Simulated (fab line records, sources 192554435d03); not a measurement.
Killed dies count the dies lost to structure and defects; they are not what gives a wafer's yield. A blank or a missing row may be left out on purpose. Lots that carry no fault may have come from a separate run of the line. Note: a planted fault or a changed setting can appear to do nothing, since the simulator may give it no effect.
What tool caused it? | flow n5-finfet | 12 lots with 33 wafers sampled at 5 steps, on a route of 1938 steps

## WHAT THE GAUGES SHOWED, per wafer
N5_BEOL_M0_SAQP_OVL_MEAS_41. Usual: M0_CUT1_OVL 0.0 nm, standard deviation 0.78.
lot  | measured     | on         | M0_CUT1_OVL (nm) | flag
L578 | day 6 16:15  | overlay-01 | -1.0 0.2 -1.0    |
L580 | day 6 18:47  | overlay-02 | -1.2 -0.5 -0.9   |
L581 | day 6 18:58  | overlay-02 | 0.2 0.0 0.0      |
L582 | day 6 22:46  | overlay-02 | -0.2 0.1 -0.3    |
L591 | day 9 04:01  | overlay-01 | -1.1 -0.6 0.7    |
L593 | day 9 15:16  | overlay-02 | 0.7 0.2          |
L594 | day 9 22:45  | overlay-02 | -0.6 0.5 0.0     |
L595 | day 10 08:07 | overlay-01 | -1.4 -0.7 -0.6   |
L596 | day 10 11:41 | overlay-01 | 1.3 0.6          |
L598 | day 11 03:16 | overlay-02 | 0.2 1.5 -0.4     |
L600 | day 11 15:22 | overlay-01 | -0.6 0.7 0.8     |
L599 | day 11 20:26 | overlay-02 | 0.0 0.4          |

N5_BEOL_M0_CUTY_CD_MEAS_57: target cd 200 nm. Usual: cd-nm 200.2 nm, standard deviation 0.87.
lot  | measured     | on        | cd-nm (nm)        | flag
L578 | day 6 18:13  | cd-sem-02 | 199.4 200.6 199.8 |
L591 | day 9 05:34  | cd-sem-02 | 199.2 199.7 199.6 |
L593 | day 9 16:57  | cd-sem-01 | 201.7 200.9       |
L594 | day 10 00:04 | cd-sem-03 | 199.5 200.1 199.9 |
L595 | day 10 09:23 | cd-sem-03 | 201.0 201.1 200.7 |
L596 | day 10 13:01 | cd-sem-03 | 199.1 199.0       |
L598 | day 11 04:44 | cd-sem-01 | 200.4 200.4 200.8 |
L600 | day 11 16:53 | cd-sem-02 | 200.3 199.7 199.4 |
L599 | day 11 21:59 | cd-sem-02 | 198.7 198.5       |

N5_BEOL_M0_CUTY_INSPECT_59: inspects for defects (macro). Usual: raw-defect-count 1.9, standard deviation 1.3.
lot  | measured     | on                | raw-defect-count | flag
L578 | day 6 18:17  | defect-inspect-01 | 1 1 1            |
L591 | day 9 05:37  | defect-inspect-02 | 4 1 2            |
L593 | day 9 17:00  | defect-inspect-01 | 0 5              |
L594 | day 10 00:08 | defect-inspect-02 | 4 0 4            |
L595 | day 10 09:26 | defect-inspect-02 | 0 4 2            |
L596 | day 10 13:04 | defect-inspect-02 | 2 1              |
L598 | day 11 04:47 | defect-inspect-01 | 4 1 1            |
L600 | day 11 16:56 | defect-inspect-01 | 2 3 3            |
L599 | day 11 22:02 | defect-inspect-01 | 1 3              |

N5_BEOL_M4_RC_MEAS_101. Usual: DIBL_N 36.0 mV/V, standard deviation 1.7; DIBL_P 36.2 mV/V, standard deviation 2.3; IOFF_N 0.16 nA/um, standard deviation 0.03; IOFF_P 0.21 nA/um, standard deviation 0.036; ION_N 679 uA/um, standard deviation 11; ION_P 465 uA/um, standard deviation 7.1; SS_N 71.4 mV/dec, standard deviation 0.58; SS_P 73.3 mV/dec, standard deviation 0.75; VT_N 249 mV, standard deviation 3.1; VT_P -251 mV, standard deviation 3.5.
lot  | measured     | on        | DIBL_N (mV/V)  | DIBL_P (mV/V)  | IOFF_N (nA/um) | IOFF_P (nA/um) | ION_N (uA/um) | ION_P (uA/um) | SS_N (mV/dec)  | SS_P (mV/dec)  | VT_N (mV)   | VT_P (mV)      | flag
L578 | day 8 21:14  | prober-01 | 33.9 32.7 35.4 | 33.3 31.5 35.5 | 0.14 0.12 0.15 | 0.19 0.17 0.21 | 673 665 683   | 461 459 467   | 71.0 70.9 70.4 | 73.1 72.2 72.8 | 248 252 249 | -250 -253 -249 |
L591 | day 11 20:20 | prober-02 | 36.4 35.0 39.0 | 36.9 34.7 40.1 | 0.16 0.14 0.22 | 0.22 0.18 0.26 | 679 657 684   | 467 456 472   | 71.7 71.7 71.9 | 73.8 72.3 74.4 | 252 252 246 | -250 -252 -248 |
L593 | day 12 07:04 | prober-02 | 38.0 36.3      | 38.0 36.3      | 0.19 0.15      | 0.21 0.19      | 692 671       | 463 458       | 71.9 71.0      | 74.0 74.1      | 247 254     | -252 -255      |
L594 | day 12 03:20 | prober-01 | 36.2 34.1 34.0 | 35.9 33.0 33.6 | 0.15 0.11 0.11 | 0.17 0.14 0.15 | 675 664 664   | 463 456 462   | 70.9 71.0 70.4 | 73.1 72.5 71.6 | 249 254 254 | -255 -258 -254 |
L595 | day 12 16:13 | prober-02 | 39.7 36.6 36.5 | 41.2 37.7 37.4 | 0.23 0.15 0.15 | 0.28 0.22 0.20 | 703 672 681   | 477 469 469   | 72.0 71.9 71.9 | 73.9 73.8 72.5 | 244 249 249 | -247 -250 -250 |
L596 | day 12 20:01 | prober-02 | 36.7 34.3      | 39.3 35.5      | 0.20 0.14      | 0.22 0.16      | 691 679       | 467 456       | 71.7 71.2      | 73.9 72.3      | 244 250     | -252 -255      |
L598 | day 14 01:46 | prober-01 | 37.9 38.5 37.8 | 36.6 37.6 37.1 | 0.17 0.20 0.19 | 0.21 0.24 0.22 | 691 696 703   | 463 469 470   | 71.6 71.7 71.1 | 73.4 74.8 73.7 | 248 245 245 | -250 -247 -249 |
L600 | day 14 04:23 | prober-01 | 37.0 36.6 38.6 | 37.6 37.2 39.7 | 0.16 0.17 0.20 | 0.22 0.22 0.27 | 687 683 688   | 469 462 470   | 71.7 71.3 72.0 | 73.4 73.8 74.9 | 250 247 245 | -251 -252 -249 |
L599 | day 14 09:19 | prober-02 | 40.8 36.5      | 43.6 37.9      | 0.28 0.16      | 0.32 0.22      | 701 672       | 481 462       | 72.3 72.2      | 74.5 72.9      | 241 253     | -247 -250      |

## WHICH TOOL RAN EACH LOT (tool, then ch and the chambers of the sampled wafers, then the start)
lot  | N5_BEOL_M0_SAQP_ALD_48
L578 | ald-sin-03 ch 0,2,3, day 6 17:10
L580 | ald-sin-02 ch 0,3, day 6 19:08
L581 | ald-sin-03 ch 0,1, day 6 19:31
L582 | ald-sin-01 ch 0,1,3, day 6 23:11
L591 | ald-sin-03 ch 0,1,3, day 9 04:32
L593 | ald-sin-02 ch 2,3, day 9 16:03
L594 | ald-sin-01 ch 0,1,3, day 9 23:11
L595 | ald-sin-02 ch 0,2,3, day 10 08:29
L596 | ald-sin-03 ch 0,3, day 10 12:22
L598 | ald-sin-03 ch 0,1,3, day 11 03:43
L600 | ald-sin-01 ch 0,1,3, day 11 15:54
L599 | ald-sin-03 ch 1,2, day 11 21:13
- N5_BEOL_M0_SAQP_ALD_48: deposits SiO2, target thk 20 nm, pulse time 1 s, co reactant pulse time 1 s.

## WHAT THE TOOLS THEMSELVES READ (means of the sampled wafers that have a number; where no wafer has one, the mark that the record gives instead)
N5_BEOL_M0_SAQP_ALD_48. Usual: chamber-pressure-Torr 2.000 Torr, standard deviation 0.0049; heater-power-outer-w 40 W, standard deviation 3.5; heater-power-w 76 W, standard deviation 7.2; precursor-pulse-height-rel 1.000, standard deviation 0.019.
lot  | tool       | chamber-pressure-Torr (Torr) | heater-power-outer-w (W) | heater-power-w (W) | precursor-pulse-height-rel | flag
L578 | ald-sin-03 | 1.998                        | 40                       | 76                 | 1.003                      |
L580 | ald-sin-02 | -                            | -                        | -                  | -                          | OFF
L581 | ald-sin-03 | -                            | -                        | -                  | -                          | OFF
L582 | ald-sin-01 | -                            | -                        | -                  | -                          | OFF
L591 | ald-sin-03 | 1.997                        | 42                       | 75                 | 0.992                      |
L593 | ald-sin-02 | 2.002                        | 37                       | 77                 | 0.994                      |
L594 | ald-sin-01 | 2.001                        | 41                       | 81                 | 0.991                      |
L595 | ald-sin-02 | 1.999                        | 37                       | 75                 | 1.002                      |
L596 | ald-sin-03 | 1.997                        | 42                       | 74                 | 1.001                      |
L598 | ald-sin-03 | 2.002                        | 42                       | 74                 | 1.027                      |
L600 | ald-sin-01 | 1.999                        | 41                       | 83                 | 1.015                      |
L599 | ald-sin-03 | 1.997                        | 40                       | 82                 | 1.010                      |

## THE ANSWER, worked out from the rows above alone
Rule: a lot counts as off when the mean over its wafers that have a number is more than 3 standard deviations away from the usual mean. A lot without any number at a reading at which 4 lots or more have one is off too. Any other lot the step has rows for is counted as sound. After the gauges, taken in route order, come the tools' own readings; for these a lot's mean is taken, as printed above. At the first step where some lot is off, the reading lying furthest off is the one used; lots without a number count as furthest.
Off at N5_BEOL_M0_SAQP_ALD_48 (chamber-pressure-Torr): L580, L581, L582. Without a number there: L580, L581, L582.
If a tool, at that step or one of the process steps before it, ran each lot that is off and ran no sound lot following the first of them, it fits. None of those tried fits.

## WHAT WAS PUT IN BY THE SIMULATOR
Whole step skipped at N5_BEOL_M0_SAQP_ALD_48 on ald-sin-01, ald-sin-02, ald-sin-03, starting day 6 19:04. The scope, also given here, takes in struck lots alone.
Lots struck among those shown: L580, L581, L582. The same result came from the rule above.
